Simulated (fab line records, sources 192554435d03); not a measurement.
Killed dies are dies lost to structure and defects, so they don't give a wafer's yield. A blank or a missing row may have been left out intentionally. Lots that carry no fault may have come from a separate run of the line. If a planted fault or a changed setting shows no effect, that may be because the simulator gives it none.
Which tool was responsible? / flow n5_finfet / 10 lots with 30 wafers sampled at 5 steps, on a route of 1938 steps

WHAT EACH GAUGE READ, for each wafer
The record lacks any reading of a measuring or inspecting step that a usual standard deviation could be used to judge.

TOOL THAT RAN EACH LOT (tool first, then ch and the chambers of the sampled wafers, then the start)
lot=L787; N5_BEOL_M15_DESCUM_33=rie_diel-03 ch 0,1,3, day 13 02:25; N5_BEOL_M15_STRIP_36=rie_diel-02 ch 0,2,3, day 13 03:55; N5_BEOL_M15_ANNEAL_48=rtp_anneal-02 ch 0, day 13 05:01; N5_BEOL_M15_CMP_49=cmp-01 ch 0,1,2, day 13 05:20; N5_PASSIVATION_PROBE_49=prober-02, day 13 18:36
lot=L794; N5_BEOL_M15_DESCUM_33=rie_diel-03 ch 1,2, day 14 02:01; N5_BEOL_M15_STRIP_36=rie_diel-02 ch 0,1,3, day 14 07:43; N5_BEOL_M15_ANNEAL_48=rtp_anneal-02 ch 0, day 14 08:50; N5_BEOL_M15_CMP_49=cmp-02 ch 2,3, day 14 09:17; N5_PASSIVATION_PROBE_49=prober-01, day 14 23:13
lot=L790; N5_BEOL_M15_DESCUM_33=rie_diel-02 ch 1,2,3, day 14 05:31; N5_BEOL_M15_STRIP_36=rie_diel-02 ch 1,2, day 14 06:31; N5_BEOL_M15_ANNEAL_48=rtp_anneal-02 ch 0, day 14 08:07; N5_BEOL_M15_CMP_49=cmp-01 ch 0,1,2, day 14 08:27; N5_PASSIVATION_PROBE_49=prober-02, day 14 22:46
lot=L797; N5_BEOL_M15_DESCUM_33=rie_diel-03 ch 0,3, day 14 20:24; N5_BEOL_M15_STRIP_36=rie_diel-03 ch 1,2,3, day 15 04:45; N5_BEOL_M15_ANNEAL_48=rtp_anneal-01 ch 0, day 15 05:51; N5_BEOL_M15_CMP_49=cmp-01 ch 0,3, day 15 06:19; N5_PASSIVATION_PROBE_49=prober-01, day 15 22:37
lot=L795; N5_BEOL_M15_DESCUM_33=rie_diel-02 ch 0,2, day 14 21:17; N5_BEOL_M15_STRIP_36=rie_diel-02 ch 0,2,3, day 15 04:47; N5_BEOL_M15_ANNEAL_48=rtp_anneal-02 ch 0, day 15 05:46; N5_BEOL_M15_CMP_49=cmp-01 ch 1,3, day 15 06:07; N5_PASSIVATION_PROBE_49=prober-02, day 15 21:14
lot=L802; N5_BEOL_M15_DESCUM_33=rie_diel-03 ch 1,2, day 16 17:51; N5_BEOL_M15_STRIP_36=rie_diel-03 ch 0,2,3, day 16 19:20; N5_BEOL_M15_ANNEAL_48=rtp_anneal-01 ch 0, day 16 20:31; N5_BEOL_M15_CMP_49=cmp-04 ch 1,2,3, day 16 20:50; N5_PASSIVATION_PROBE_49=prober-01, day 17 11:46
lot=L803; N5_BEOL_M15_DESCUM_33=rie_diel-02 ch 2,3, day 16 18:14; N5_BEOL_M15_STRIP_36=rie_diel-04 ch 1,2,3, day 16 19:22; N5_BEOL_M15_ANNEAL_48=rtp_anneal-01 ch 0, day 16 23:25; N5_BEOL_M15_CMP_49=cmp-04 ch 0,1,2, day 16 23:49; N5_PASSIVATION_PROBE_49=prober-02, day 17 12:33
lot=L804; N5_BEOL_M15_DESCUM_33=rie_diel-04 ch 0,2, day 17 20:12; N5_BEOL_M15_STRIP_36=rie_diel-03 ch 0,1, day 17 21:44; N5_BEOL_M15_ANNEAL_48=rtp_anneal-02 ch 0, day 17 23:08; N5_BEOL_M15_CMP_49=cmp-02 ch 0,1,2, day 17 23:29; N5_PASSIVATION_PROBE_49=prober-02, day 18 17:18
lot=L805; N5_BEOL_M15_DESCUM_33=rie_diel-03 ch 0,1,2, day 18 10:53; N5_BEOL_M15_STRIP_36=rie_diel-03 ch 0,1, day 18 11:34; N5_BEOL_M15_ANNEAL_48=rtp_anneal-02 ch 0, day 18 13:00; N5_BEOL_M15_CMP_49=cmp-02 ch 0,1,3, day 18 13:20; N5_PASSIVATION_PROBE_49=prober-02, day 19 06:33
lot=L806; N5_BEOL_M15_DESCUM_33=rie_diel-03 ch 0,1,2, day 18 11:19; N5_BEOL_M15_STRIP_36=rie_diel-03 ch 0,1,2, day 18 11:49; N5_BEOL_M15_ANNEAL_48=rtp_anneal-01 ch 0, day 18 13:31; N5_BEOL_M15_CMP_49=cmp-01 ch 1,3, day 18 13:50; N5_PASSIVATION_PROBE_49=prober-01, day 19 05:24
- N5_BEOL_M15_DESCUM_33: chemistry O2, time 7.9 s.
- N5_BEOL_M15_STRIP_36: strips in O2.
- N5_BEOL_M15_ANNEAL_48: time 90 s.
- N5_BEOL_M15_CMP_49: polishes, stops on SiO2, t overpolish 4.9 s, target thk 850 nm.
- N5_PASSIVATION_PROBE_49

AS READ BY THE TOOLS THEMSELVES (means over the sampled wafers that have a number; for cases with no such wafer, the mark the record gives instead)
N5_BEOL_M15_DESCUM_33. Usual: drypump_motor_current_A 5.8 A, standard deviation 0.36; o2_flow_sccm 225.0 sccm, standard deviation 0.7; oes_product_au 0.79 a.u., standard deviation 0.092; rf_vpp_V 243.1 V, standard deviation 1.4; showerhead_plenum_p_Torr 2.08 Torr, standard deviation 0.081; throttle_valve_pct 20.36 %, standard deviation 0.22.
lot=L787; tool=rie_diel-03; drypump_motor_current_A (A)=5.7; o2_flow_sccm (sccm)=225.2; oes_product_au (a.u.)=0.75; rf_vpp_V (V)=243.0; showerhead_plenum_p_Torr (Torr)=2.08; throttle_valve_pct (%)=20.27; flag=
lot=L794; tool=rie_diel-03; drypump_motor_current_A (A)=6.0; o2_flow_sccm (sccm)=224.6; oes_product_au (a.u.)=0.73; rf_vpp_V (V)=242.0; showerhead_plenum_p_Torr (Torr)=2.01; throttle_valve_pct (%)=20.43; flag=
lot=L790; tool=rie_diel-02; drypump_motor_current_A (A)=5.7; o2_flow_sccm (sccm)=225.6; oes_product_au (a.u.)=0.78; rf_vpp_V (V)=241.7; showerhead_plenum_p_Torr (Torr)=2.03; throttle_valve_pct (%)=20.56; flag=
lot=L797; tool=rie_diel-03; drypump_motor_current_A (A)=5.8; o2_flow_sccm (sccm)=224.5; oes_product_au (a.u.)=0.76; rf_vpp_V (V)=243.4; showerhead_plenum_p_Torr (Torr)=2.06; throttle_valve_pct (%)=20.28; flag=
lot=L795; tool=rie_diel-02; drypump_motor_current_A (A)=5.8; o2_flow_sccm (sccm)=225.1; oes_product_au (a.u.)=0.82; rf_vpp_V (V)=242.9; showerhead_plenum_p_Torr (Torr)=2.11; throttle_valve_pct (%)=20.39; flag=
lot=L802; tool=rie_diel-03; drypump_motor_current_A (A)=5.9; o2_flow_sccm (sccm)=225.1; oes_product_au (a.u.)=0.72; rf_vpp_V (V)=242.9; showerhead_plenum_p_Torr (Torr)=2.01; throttle_valve_pct (%)=20.45; flag=
lot=L803; tool=rie_diel-02; drypump_motor_current_A (A)=5.5; o2_flow_sccm (sccm)=225.2; oes_product_au (a.u.)=0.79; rf_vpp_V (V)=243.2; showerhead_plenum_p_Torr (Torr)=2.13; throttle_valve_pct (%)=20.68; flag=
lot=L804; tool=rie_diel-04; drypump_motor_current_A (A)=5.7; o2_flow_sccm (sccm)=225.8; oes_product_au (a.u.)=0.77; rf_vpp_V (V)=244.1; showerhead_plenum_p_Torr (Torr)=2.10; throttle_valve_pct (%)=20.30; flag=
lot=L805; tool=rie_diel-03; drypump_motor_current_A (A)=5.9; o2_flow_sccm (sccm)=224.5; oes_product_au (a.u.)=0.73; rf_vpp_V (V)=242.9; showerhead_plenum_p_Torr (Torr)=2.01; throttle_valve_pct (%)=20.35; flag=
lot=L806; tool=rie_diel-03; drypump_motor_current_A (A)=5.9; o2_flow_sccm (sccm)=224.5; oes_product_au (a.u.)=0.73; rf_vpp_V (V)=241.2; showerhead_plenum_p_Torr (Torr)=2.01; throttle_valve_pct (%)=20.34; flag=

N5_BEOL_M15_STRIP_36. Usual: drypump_motor_current_A 5.8 A, standard deviation 0.4; o2_flow_sccm 225.0 sccm, standard deviation 0.76; oes_product_au 0.80 a.u., standard deviation 0.097; rf_vpp_V 3.6 V, standard deviation 0.89; showerhead_plenum_p_Torr 2.09 Torr, standard deviation 0.081; throttle_valve_pct 16.63 %, standard deviation 0.25.
lot=L787; tool=rie_diel-02; drypump_motor_current_A (A)=5.5; o2_flow_sccm (sccm)=224.4; oes_product_au (a.u.)=0.77; rf_vpp_V (V)=4.1; showerhead_plenum_p_Torr (Torr)=2.08; throttle_valve_pct (%)=16.83; flag=
lot=L794; tool=rie_diel-02; drypump_motor_current_A (A)=5.6; o2_flow_sccm (sccm)=225.9; oes_product_au (a.u.)=0.83; rf_vpp_V (V)=3.9; showerhead_plenum_p_Torr (Torr)=2.05; throttle_valve_pct (%)=16.60; flag=
lot=L790; tool=rie_diel-02; drypump_motor_current_A (A)=6.1; o2_flow_sccm (sccm)=225.0; oes_product_au (a.u.)=0.84; rf_vpp_V (V)=2.9; showerhead_plenum_p_Torr (Torr)=2.05; throttle_valve_pct (%)=16.47; flag=
lot=L797; tool=rie_diel-03; drypump_motor_current_A (A)=5.7; o2_flow_sccm (sccm)=225.5; oes_product_au (a.u.)=0.72; rf_vpp_V (V)=4.0; showerhead_plenum_p_Torr (Torr)=2.07; throttle_valve_pct (%)=16.69; flag=
lot=L795; tool=rie_diel-02; drypump_motor_current_A (A)=5.5; o2_flow_sccm (sccm)=225.6; oes_product_au (a.u.)=0.87; rf_vpp_V (V)=4.0; showerhead_plenum_p_Torr (Torr)=2.16; throttle_valve_pct (%)=16.71; flag=
lot=L802; tool=rie_diel-03; drypump_motor_current_A (A)=5.8; o2_flow_sccm (sccm)=225.2; oes_product_au (a.u.)=0.72; rf_vpp_V (V)=4.3; showerhead_plenum_p_Torr (Torr)=2.05; throttle_valve_pct (%)=16.72; flag=
lot=L803; tool=rie_diel-04; drypump_motor_current_A (A)=5.8; o2_flow_sccm (sccm)=224.6; oes_product_au (a.u.)=0.79; rf_vpp_V (V)=3.2; showerhead_plenum_p_Torr (Torr)=2.14; throttle_valve_pct (%)=16.64; flag=
lot=L804; tool=rie_diel-03; drypump_motor_current_A (A)=5.8; o2_flow_sccm (sccm)=225.6; oes_product_au (a.u.)=0.75; rf_vpp_V (V)=4.1; showerhead_plenum_p_Torr (Torr)=2.05; throttle_valve_pct (%)=16.54; flag=
lot=L805; tool=rie_diel-03; drypump_motor_current_A (A)=5.8; o2_flow_sccm (sccm)=224.7; oes_product_au (a.u.)=0.74; rf_vpp_V (V)=4.4; showerhead_plenum_p_Torr (Torr)=2.05; throttle_valve_pct (%)=16.54; flag=
lot=L806; tool=rie_diel-03; drypump_motor_current_A (A)=5.9; o2_flow_sccm (sccm)=225.2; oes_product_au (a.u.)=0.74; rf_vpp_V (V)=2.9; showerhead_plenum_p_Torr (Torr)=2.02; throttle_valve_pct (%)=16.63; flag=

N5_BEOL_M15_ANNEAL_48. Usual: wafer_temp_C_max 225.91, standard deviation 0.28.
lot=L787 tool=rtp_anneal-02 wafer_temp_C_max=225.76 flag=
lot=L794 tool=rtp_anneal-02 wafer_temp_C_max=225.69 flag=
lot=L790 tool=rtp_anneal-02 wafer_temp_C_max=226.10 flag=
lot=L797 tool=rtp_anneal-01 wafer_temp_C_max=225.87 flag=
lot=L795 tool=rtp_anneal-02 wafer_temp_C_max=225.92 flag=
lot=L802 tool=rtp_anneal-01 wafer_temp_C_max=226.40 flag=
lot=L803 tool=rtp_anneal-01 wafer_temp_C_max=225.99 flag=
lot=L804 tool=rtp_anneal-02 wafer_temp_C_max=225.83 flag=
lot=L805 tool=rtp_anneal-02 wafer_temp_C_max=225.52 flag=
lot=L806 tool=rtp_anneal-01 wafer_temp_C_max=226.24 flag=

N5_BEOL_M15_CMP_49. Usual: barrier_field_endpoint_s 11.38 s, standard deviation 0.24; head_pressure_psi 2.000 psi, standard deviation 0.0041; motor_current_A 8.1 A, standard deviation 0.93; overpolish_run_s 4.899 s, standard deviation 0.0084.
lot=L787; tool=cmp-01; barrier_field_endpoint_s (s)=11.11; head_pressure_psi (psi)=1.998; motor_current_A (A)=8.3; overpolish_run_s (s)=4.905; flag=
lot=L794; tool=cmp-02; barrier_field_endpoint_s (s)=11.25; head_pressure_psi (psi)=2.000; motor_current_A (A)=7.4; overpolish_run_s (s)=4.898; flag=
lot=L790; tool=cmp-01; barrier_field_endpoint_s (s)=11.21; head_pressure_psi (psi)=2.001; motor_current_A (A)=8.7; overpolish_run_s (s)=4.904; flag=
lot=L797; tool=cmp-01; barrier_field_endpoint_s (s)=8.19; head_pressure_psi (psi)=2.000; motor_current_A (A)=7.8; overpolish_run_s (s)=4.901; flag=OFF
lot=L795; tool=cmp-01; barrier_field_endpoint_s (s)=9.74; head_pressure_psi (psi)=1.999; motor_current_A (A)=9.0; overpolish_run_s (s)=4.912; flag=OFF
lot=L802; tool=cmp-04; barrier_field_endpoint_s (s)=11.32; head_pressure_psi (psi)=1.997; motor_current_A (A)=8.2; overpolish_run_s (s)=4.896; flag=
lot=L803; tool=cmp-04; barrier_field_endpoint_s (s)=11.42; head_pressure_psi (psi)=1.997; motor_current_A (A)=8.4; overpolish_run_s (s)=4.899; flag=
lot=L804; tool=cmp-02; barrier_field_endpoint_s (s)=11.26; head_pressure_psi (psi)=1.999; motor_current_A (A)=7.2; overpolish_run_s (s)=4.896; flag=
lot=L805; tool=cmp-02; barrier_field_endpoint_s (s)=11.34; head_pressure_psi (psi)=1.999; motor_current_A (A)=7.2; overpolish_run_s (s)=4.892; flag=
lot=L806; tool=cmp-01; barrier_field_endpoint_s (s)=11.10; head_pressure_psi (psi)=2.005; motor_current_A (A)=8.6; overpolish_run_s (s)=4.898; flag=

N5_PASSIVATION_PROBE_49. Usual: defect_limited_yield 91.2 %, standard deviation 1.4; killed_at_M0_to_M3 35, standard deviation 11; killed_at_M4_up 14, standard deviation 5.6; killed_at_contacts 12, standard deviation 5.6; killed_at_front_end 38, standard deviation 11; killed_at_other 4, standard deviation 3.4; killed_dies 103, standard deviation 17; killed_open 68, standard deviation 12; killed_short 33, standard deviation 8.8; sort_bin_5_function 5.1 %, standard deviation 0.89; sort_bin_6_memory 3.3 %, standard deviation 0.71; sort_n_pass 1077, standard deviation 17; sort_yield_pct 91.2 %, standard deviation 1.4.
lot=L787; tool=prober-02; defect_limited_yield (%)=90.3; killed_at_M0_to_M3=46; killed_at_M4_up=13; killed_at_contacts=9; killed_at_front_end=45; killed_at_other=2; killed_dies=115; killed_open=74; killed_short=36; sort_bin_5_function (%)=5.6; sort_bin_6_memory (%)=3.5; sort_n_pass=1065; sort_yield_pct (%)=90.3; flag=
lot=L794; tool=prober-01; defect_limited_yield (%)=91.2; killed_at_M0_to_M3=39; killed_at_M4_up=12; killed_at_contacts=13; killed_at_front_end=35; killed_at_other=5; killed_dies=104; killed_open=67; killed_short=36; sort_bin_5_function (%)=4.8; sort_bin_6_memory (%)=3.6; sort_n_pass=1076; sort_yield_pct (%)=91.2; flag=
lot=L790; tool=prober-02; defect_limited_yield (%)=92.5; killed_at_M0_to_M3=27; killed_at_M4_up=16; killed_at_contacts=11; killed_at_front_end=29; killed_at_other=5; killed_dies=89; killed_open=59; killed_short=28; sort_bin_5_function (%)=4.4; sort_bin_6_memory (%)=2.9; sort_n_pass=1091; sort_yield_pct (%)=92.5; flag=
lot=L797; tool=prober-01; defect_limited_yield (%)=89.7; killed_at_M0_to_M3=31; killed_at_M4_up=16; killed_at_contacts=20; killed_at_front_end=50; killed_at_other=5; killed_dies=122; killed_open=89; killed_short=31; sort_bin_5_function (%)=5.9; sort_bin_6_memory (%)=4.2; sort_n_pass=1058; sort_yield_pct (%)=89.7; flag=
lot=L795; tool=prober-02; defect_limited_yield (%)=91.0; killed_at_M0_to_M3=48; killed_at_M4_up=9; killed_at_contacts=13; killed_at_front_end=33; killed_at_other=2; killed_dies=106; killed_open=73; killed_short=29; sort_bin_5_function (%)=5.0; sort_bin_6_memory (%)=3.5; sort_n_pass=1074; sort_yield_pct (%)=91.0; flag=
lot=L802; tool=prober-01; defect_limited_yield (%)=92.2; killed_at_M0_to_M3=29; killed_at_M4_up=11; killed_at_contacts=12; killed_at_front_end=39; killed_at_other=1; killed_dies=92; killed_open=59; killed_short=32; sort_bin_5_function (%)=4.6; sort_bin_6_memory (%)=2.9; sort_n_pass=1088; sort_yield_pct (%)=92.2; flag=
lot=L803; tool=prober-02; defect_limited_yield (%)=91.4; killed_at_M0_to_M3=32; killed_at_M4_up=16; killed_at_contacts=12; killed_at_front_end=29; killed_at_other=11; killed_dies=101; killed_open=75; killed_short=25; sort_bin_5_function (%)=5.4; sort_bin_6_memory (%)=3.0; sort_n_pass=1079; sort_yield_pct (%)=91.4; flag=
lot=L804; tool=prober-02; defect_limited_yield (%)=92.7; killed_at_M0_to_M3=35; killed_at_M4_up=13; killed_at_contacts=6; killed_at_front_end=29; killed_at_other=3; killed_dies=87; killed_open=56; killed_short=27; sort_bin_5_function (%)=4.3; sort_bin_6_memory (%)=2.8; sort_n_pass=1093; sort_yield_pct (%)=92.7; flag=
lot=L805; tool=prober-02; defect_limited_yield (%)=92.0; killed_at_M0_to_M3=26; killed_at_M4_up=16; killed_at_contacts=8; killed_at_front_end=42; killed_at_other=2; killed_dies=95; killed_open=63; killed_short=31; sort_bin_5_function (%)=5.1; sort_bin_6_memory (%)=2.6; sort_n_pass=1085; sort_yield_pct (%)=92.0; flag=
lot=L806; tool=prober-01; defect_limited_yield (%)=91.2; killed_at_M0_to_M3=36; killed_at_M4_up=17; killed_at_contacts=7; killed_at_front_end=39; killed_at_other=5; killed_dies=104; killed_open=71; killed_short=31; sort_bin_5_function (%)=5.1; sort_bin_6_memory (%)=3.3; sort_n_pass=1076; sort_yield_pct (%)=91.2; flag=

THE ANSWER, worked out from the rows above alone
Rule: lot off if the mean of its wafers having a number is beyond 3 standard deviations from the usual mean. A lot without any number at a reading at which 4 lots or more have one is off too. Where the step has rows for the other lots, those lots are counted as sound. After the gauges, taken in route order, come the tools' own readings; for these a lot's mean is taken, as printed above. The first step at which some lot is off is used, and at that step the reading that is off furthest; a lot without a number counts as furthest.
Off, at N5_BEOL_M15_CMP_49 on barrier_field_endpoint_s: L797, L795.
A tool fits if, at that step or a process step before it, it ran every lot that is off, and no sound lot after the first of them. None of those tried fits.

WHAT WAS PUT IN BY THE SIMULATOR
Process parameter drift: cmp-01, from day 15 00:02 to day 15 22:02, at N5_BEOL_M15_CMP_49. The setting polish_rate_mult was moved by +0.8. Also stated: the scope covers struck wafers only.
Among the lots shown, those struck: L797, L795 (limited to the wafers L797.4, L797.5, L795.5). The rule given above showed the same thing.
